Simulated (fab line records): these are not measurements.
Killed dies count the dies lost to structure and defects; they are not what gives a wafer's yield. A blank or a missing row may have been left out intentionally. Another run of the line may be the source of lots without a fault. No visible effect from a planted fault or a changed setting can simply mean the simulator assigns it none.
Which tool did it? | flow nandHarc | 12 lots, 36 wafers sampled, at 6 steps of a route of 1302

WHAT EACH GAUGE READ, for each wafer
NHARC_A_CHANNEL_FILL_D1_INSPECT_13.
lot  | measured     | on               | rawDefectCount
L286 | day 11 14:04 | defectInspect-02 | 351 227 403
L287 | day 11 14:04 | defectInspect-02 | 403 186 441
L288 | day 12 01:08 | defectInspect-02 | 187 216 183
L291 | day 13 06:31 | defectInspect-01 | 297 256 565
L294 | day 14 16:40 | defectInspect-02 | 405 383 247
L295 | day 15 08:12 | defectInspect-02 | 276 320 544
L296 | day 15 08:12 | defectInspect-01 | 502 383 480
L297 | day 15 18:22 | defectInspect-02 | 412 320 216
L299 | day 16 17:42 | defectInspect-02 | 467 402 209
L305 | day 19 10:34 | defectInspect-01 | 194 229 267
L307 | day 19 23:47 | defectInspect-02 | 303 465 290
L308 | day 20 21:04 | defectInspect-01 | 126 151 104

NHARC_A_DECK1_JOINT_THK_MEAS_17: measures by ellipsometry.
lot  | measured     | on           | thkNm (nm)
L286 | day 12 22:06 | filmMetro-02 | 46.5 46.6 45.7
L287 | day 12 22:15 | filmMetro-01 | 44.1 44.9 44.9
L288 | day 13 17:29 | filmMetro-01 | 46.3 42.0 46.1
L291 | day 14 14:55 | filmMetro-01 | 46.1 45.5 45.9
L294 | day 16 03:03 | filmMetro-01 | 43.7 45.2 44.8
L295 | day 16 17:19 | filmMetro-01 | 43.2 36.9 36.7
L296 | day 16 17:11 | filmMetro-01 | 46.9 47.1 45.5
L297 | day 17 03:26 | filmMetro-01 | 43.9 45.3 43.5
L299 | day 18 04:10 | filmMetro-01 | 46.6 42.9 37.2
L305 | day 20 22:31 | filmMetro-01 | 43.7 43.1 45.2
L307 | day 21 10:48 | filmMetro-02 | 44.4 44.7 44.1
L308 | day 22 09:18 | filmMetro-02 | 45.3 44.9 45.2

NHARC_END_SORT_01.
lot  | measured     | on        | killedAtArray | killedAtOther | killedAtPeriphery | killedDies | killedOpen | killedShort
L294 | day 28 06:11 | prober-01 | 75 65 88      | 4 0 1         | 6 2 1             | 85 67 90   | 2 2 1      | 3 2 3
L296 | day 29 02:51 | prober-02 | 47 42         | 0 0           | 2 5               | 49 47      | 0 2        | 2 3
L297 | day 29 20:52 | prober-01 | 44 35         | 0 0           | 3 3               | 47 38      | 2 2        | 1 1
L299 | day 30 02:55 | prober-02 | 69 87 87      | 0 2 1         | 2 1 2             | 71 90 90   | 2 2 5      | 1 5 4

WHICH TOOL RAN EACH LOT (tool, then ch and the chambers of the sampled wafers, then the start)
lot  | NHARC_A_CHANNEL_FILL_D1_ALD_25  | NHARC_A_CHANNEL_FILL_D1_CMP_10 | NHARC_A_DECK1_JOINT_DEP_16
L286 | aldHk-04 ch 0,2,3, day 11 02:12 | cmp-03 ch 0,2,3, day 11 13:39  | pecvd-04 ch 0,1, day 12 21:49
L287 | aldHk-03 ch 0,2,3, day 11 02:50 | cmp-01 ch 0,1, day 11 13:39    | pecvd-01 ch 0,1, day 12 22:00
L288 | aldHk-01 ch 0,2,3, day 11 14:33 | cmp-04 ch 0,1,2, day 12 00:46  | pecvd-04 ch 0,1,2, day 13 17:14
L291 | aldHk-04 ch 1,2,3, day 12 19:58 | cmp-01 ch 0,1, day 13 06:08    | pecvd-04 ch 0,1,2, day 14 14:41
L294 | aldHk-01 ch 1,3, day 14 05:26   | cmp-04 ch 1,2, day 14 16:15    | pecvd-04 ch 0,2, day 16 02:44
L295 | aldHk-01 ch 1,2,3, day 14 20:17 | cmp-03 ch 1,3, day 15 07:47    | pecvd-04 ch 0,1, day 16 17:02
L296 | aldHk-04 ch 0,2,3, day 14 21:32 | cmp-04 ch 0,1,2, day 15 07:52  | pecvd-01 ch 1,2, day 16 16:54
L297 | aldHk-04 ch 1,2, day 15 06:39   | cmp-03 ch 2,3, day 15 17:59    | pecvd-01 ch 0,1,2, day 17 03:09
L299 | aldHk-01 ch 1,2,3, day 16 07:13 | cmp-04 ch 0,3, day 16 17:19    | pecvd-04 ch 0,1,2, day 18 03:53
L305 | aldHk-03 ch 1,2,3, day 18 22:38 | cmp-01 ch 0,2,3, day 19 10:09  | pecvd-03 ch 0,2, day 20 22:14
L307 | aldHk-01 ch 0,2,3, day 19 12:42 | cmp-03 ch 2,3, day 19 23:22    | pecvd-04 ch 1,2, day 21 10:31
L308 | aldHk-03 ch 0,2, day 20 09:14   | cmp-01 ch 0,3, day 20 20:38    | pecvd-04 ch 0,2, day 22 09:04
- NHARC_A_CHANNEL_FILL_D1_ALD_25: deposits SiOx, target thk 60 nm, pulse time 10 s, ald cycles 600.
- NHARC_A_CHANNEL_FILL_D1_CMP_10: polishes, target thk 150 nm.
- NHARC_A_DECK1_JOINT_DEP_16: deposits SiO2, target thk 45 nm.

AS READ BY THE TOOLS THEMSELVES (means over the sampled wafers that have a number; for cases with no such wafer, the mark the record gives instead)
NHARC_A_CHANNEL_FILL_D1_ALD_25.
lot  | tool     | heaterPowerW (W) | precursorPulseHeightRel
L286 | aldHk-04 | 460              | 0.997
L287 | aldHk-03 | 463              | 0.986
L288 | aldHk-01 | 402              | 0.990
L291 | aldHk-04 | 462              | 1.017
L294 | aldHk-01 | 462              | 1.014
L295 | aldHk-01 | 434              | 1.027
L296 | aldHk-04 | 454              | 1.020
L297 | aldHk-04 | 455              | 1.001
L299 | aldHk-01 | 433              | 0.988
L305 | aldHk-03 | 459              | 0.988
L307 | aldHk-01 | 399              | 0.990
L308 | aldHk-03 | 492              | 0.989

NHARC_A_CHANNEL_FILL_D1_CMP_10.
lot  | tool   | motorCurrentA (A) | slurryFlowMlMin | timeToEndpointS (s)
L286 | cmp-03 | 10.4              | 149.9           | 15.5
L287 | cmp-01 | 10.8              | 150.2           | 14.3
L288 | cmp-04 | 10.4              | 149.9           | 16.3
L291 | cmp-01 | 10.4              | 150.4           | 16.2
L294 | cmp-04 | 10.7              | 150.1           | 13.2
L295 | cmp-03 | 11.0              | 150.5           | 16.0
L296 | cmp-04 | 10.7              | 150.1           | 12.8
L297 | cmp-03 | 10.1              | 150.1           | 15.4
L299 | cmp-04 | 11.2              | 149.8           | 16.2
L305 | cmp-01 | 11.1              | 149.9           | 18.9
L307 | cmp-03 | 10.4              | 150.3           | 13.2
L308 | cmp-01 | 10.9              | 149.8           | 15.6

NHARC_A_DECK1_JOINT_DEP_16.
lot  | tool     | heaterPowerW (W) | throttleValvePct (%)
L286 | pecvd-04 | 513              | 16.2
L287 | pecvd-01 | 483              | 16.6
L288 | pecvd-04 | 498              | 16.2
L291 | pecvd-04 | 503              | 16.0
L294 | pecvd-04 | 502              | 15.9
L295 | pecvd-04 | 496              | 16.4
L296 | pecvd-01 | 531              | 15.1
L297 | pecvd-01 | 505              | 15.7
L299 | pecvd-04 | 498              | 16.3
L305 | pecvd-03 | 532              | 14.9
L307 | pecvd-04 | 463              | 16.5
L308 | pecvd-04 | 506              | 15.7

THE ANSWER, worked out from the rows above alone
Rule: the lots themselves supply what counts as usual. The widest of any qualifying gaps counts: lots, ordered by their means at a reading, are off when they make up no more than a third of the lots, leave a main group of 4 or more, and stand apart from it by 3 or more times the standard deviation of that group's means. If all means in a main group match to the digits the tables above print for the reading, that group is not used. A lot without any number at a reading at which 4 lots or more have one is off too. Where the step has rows for the other lots, those lots are counted as sound. After the gauges, taken in route order, come the tools' own readings; for these a lot's mean is taken, as printed above. At the first step where some lot is off, the reading lying furthest off is the one used; lots without a number count as furthest.
Nothing can be told from this: no lot is off at any reading shown.

WHAT THE SIMULATOR HAD INSERTED
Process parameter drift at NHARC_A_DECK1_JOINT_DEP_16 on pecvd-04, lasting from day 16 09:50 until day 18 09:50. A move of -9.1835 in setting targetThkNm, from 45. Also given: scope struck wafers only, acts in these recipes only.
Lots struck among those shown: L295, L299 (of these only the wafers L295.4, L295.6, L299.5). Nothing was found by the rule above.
